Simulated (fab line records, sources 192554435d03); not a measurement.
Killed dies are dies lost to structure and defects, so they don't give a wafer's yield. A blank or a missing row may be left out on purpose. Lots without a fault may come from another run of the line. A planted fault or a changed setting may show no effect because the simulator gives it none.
A struck lot beside a sound one | flow n5_finfet | 27 steps out of a route of 1938
Sound: wafers L861.1, L861.2, L861.5. Struck: wafer L876.1. (L876.3, L876.4 of the same lot were not struck and are left out.) The cause comes at the end.
At each step with rows: each side's tool, then ch and its chambers, then its first start. Under that, the readings that differ: sound wafers | struck wafers | difference of the means | sigmas: that difference in standard deviations of wafers without a fault.
alike: readings whose means differ by less than 2 such deviations, and words and numbers that are the same on both sides. not compared: withheld readings, readings that some wafer has no value for, bounds like >300 that may hide the same value, and numbers for which the record gives no deviation and whose values overlap.
The two part at a step that has a row with sigmas, a row that says differs or no value, or rows on one side only. Numbers that don't overlap but have no deviation are shown without sigmas and don't part them. A reading that every wafer of one side lacks parts them only if that side has two wafers or more.

first, 1 step without rows for these wafers: N5_BEOL_M13_PRE_CLEAN_42 (time 30 s).
N5_BEOL_M13_SPUTTER_43: material TaN, target thk 15 nm, time 24.19 s.
  sound on pvd_sputter-01, day 11 07:58; struck on pvd_sputter-02, day 15 08:27
  alike: throttle_valve_pct
N5_BEOL_M13_SPUTTER_44: material Ta, target thk 10 nm, time 16.13 s.
  sound on pvd_sputter-01, day 11 08:03; struck on pvd_sputter-02, day 15 08:32
  alike: throttle_valve_pct
N5_BEOL_M13_SPUTTER_45: material Cu, target thk 80 nm, time 13.33 s.
  sound on pvd_sputter-01, day 11 08:08; struck on pvd_sputter-02, day 15 08:37
  alike: chuck_gas_flow_sccm, throttle_valve_pct
then, 2 steps without rows for these wafers: N5_BEOL_M13_ECD_47 (material Cu, target thk 936 nm); N5_BEOL_M13_ANNEAL_48 (time 90 s).
N5_BEOL_M13_CMP_49: polishes, stops on SiOC, t overpolish 17.1 s, target thk 420 nm.
  sound on cmp-04 ch 1,3, day 11 08:54; struck on cmp-02 ch 2, day 15 09:11
  alike: barrier_field_endpoint_s, motor_current_A, overpolish_run_s, platen_rpm
N5_BEOL_M13_THK_MEAS_50: measures by xrf.
  sound on film_metro-01, day 11 09:12; struck on film_metro-01, day 15 09:29
  alike: M13_THK
then, 2 steps without rows for these wafers: N5_BEOL_M13_PRE_CLEAN_52 (time 15 s); N5_BEOL_M13_DEP_53 (deposits SiCN from 3MS/NH3, target thk 50 nm, time 17.8 s).
N5_BEOL_M13_RS_MEAS_54: measures by four-point-probe.
  sound on film_metro-02, day 11 09:20; struck on film_metro-01, day 15 09:37
  alike: M13_RS
N5_BEOL_M13_INSPECT_55: inspects for defects (darkfield).
  sound on defect_inspect-01, day 11 09:21; struck on defect_inspect-02, day 15 09:38
  alike: raw_defect_count
N5_BEOL_M14_ILD_DEP_00: deposits SiO2 from TEOS/O2, target thk 1119.3 nm, time 237.4 s.
  sound on pecvd-01 ch 0,1, day 11 09:23; struck on pecvd-01 ch 2, day 15 09:41
  alike: heater_power_w, showerhead_plenum_p_Torr, throttle_valve_pct
N5_BEOL_M14_THK_MEAS_01:
  sound on film_metro-02, day 11 09:35; struck on film_metro-02, day 15 09:52
  alike: M14_ILD_THK
then, 8 steps without rows for these wafers: N5_BEOL_M14_COAT_58 (time 60 s, resist thk 89 nm); N5_BEOL_M14_COAT_04 (resist thk 800 nm); N5_BEOL_M14_EBR_06; N5_BEOL_M14_SOFTBAKE_05 (time 60 s); N5_BEOL_M14_EXPOSE_07 (exposes mask V13); N5_BEOL_M14_PEB_08 (peb time 90 s); N5_BEOL_M14_DEVELOP_09 (develop time 45 s); N5_BEOL_M14_HARDBAKE_14 (time 120 s).
N5_BEOL_M14_CD_MEAS_10: target cd 250 nm.
  sound on cd_sem-01 ch 0, day 11 09:53; struck on cd_sem-03 ch 0, day 15 10:18
  alike: cd_nm
N5_BEOL_M14_OVL_MEAS_11:
  sound on overlay-02 ch 0, day 11 09:55; struck on overlay-01 ch 0, day 15 10:20
  alike: V13_OVL
N5_BEOL_M14_INSPECT_12: inspects for defects (macro).
  sound on defect_inspect-01, day 11 09:56; struck on defect_inspect-02, day 15 10:21
  reading          | sound | struck | difference | sigmas
  raw_defect_count | 0 3 0 | >300   | differs    |
N5_BEOL_M14_DESCUM_15: chemistry O2, time 7.9 s.
  sound on rie_diel-05 ch 0,1,3, day 11 09:58; struck on rie_diel-01 ch 3, day 15 10:23
  alike: drypump_motor_current_A, o2_flow_sccm, oes_product_au, rf_vpp_V, showerhead_plenum_p_Torr, throttle_valve_pct
  not compared: rf_hours_counter_h
N5_PASSIVATION_PROBE_49:
  sound on prober-01, day 12 14:44; struck on prober-02, day 16 20:34
  reading                  | sound          | struck | difference | sigmas
  defect_limited_yield (%) | 90.3 91.7 92.4 | 81.9   | -9.6       | -7
  killed_at_M4_up          | 13 8 13        | 104    | +93        | +17
  killed_at_contacts       | 21 8 8         | 30     | +18        | +3
  killed_dies              | 114 98 90      | 214    | +113       | +7
  killed_on_rim            | 12 17 11       | 28     | +15        | +4
  sort_bin_5_function (%)  | 5.9 4.2 4.6    | 11.4   | +6.5       | +7
  sort_bin_6_memory (%)    | 3.6 4.2 2.6    | 4.9    | +1.4       | +2
  sort_n_pass              | 1066 1082 1090 | 966    | -113       | -4
  sort_yield_pct (%)       | 90.3 91.7 92.4 | 81.9   | -9.6       | -4
  alike: killed_at_M0_to_M3, killed_at_front_end, killed_at_other, killed_open, killed_short, sort_bin_4_leakage, sort_bin_8_speed

WHERE THEY PART
First at N5_BEOL_M14_INSPECT_12; last, within this record, at N5_PASSIVATION_PROBE_49.

WHY: what the simulator had put in
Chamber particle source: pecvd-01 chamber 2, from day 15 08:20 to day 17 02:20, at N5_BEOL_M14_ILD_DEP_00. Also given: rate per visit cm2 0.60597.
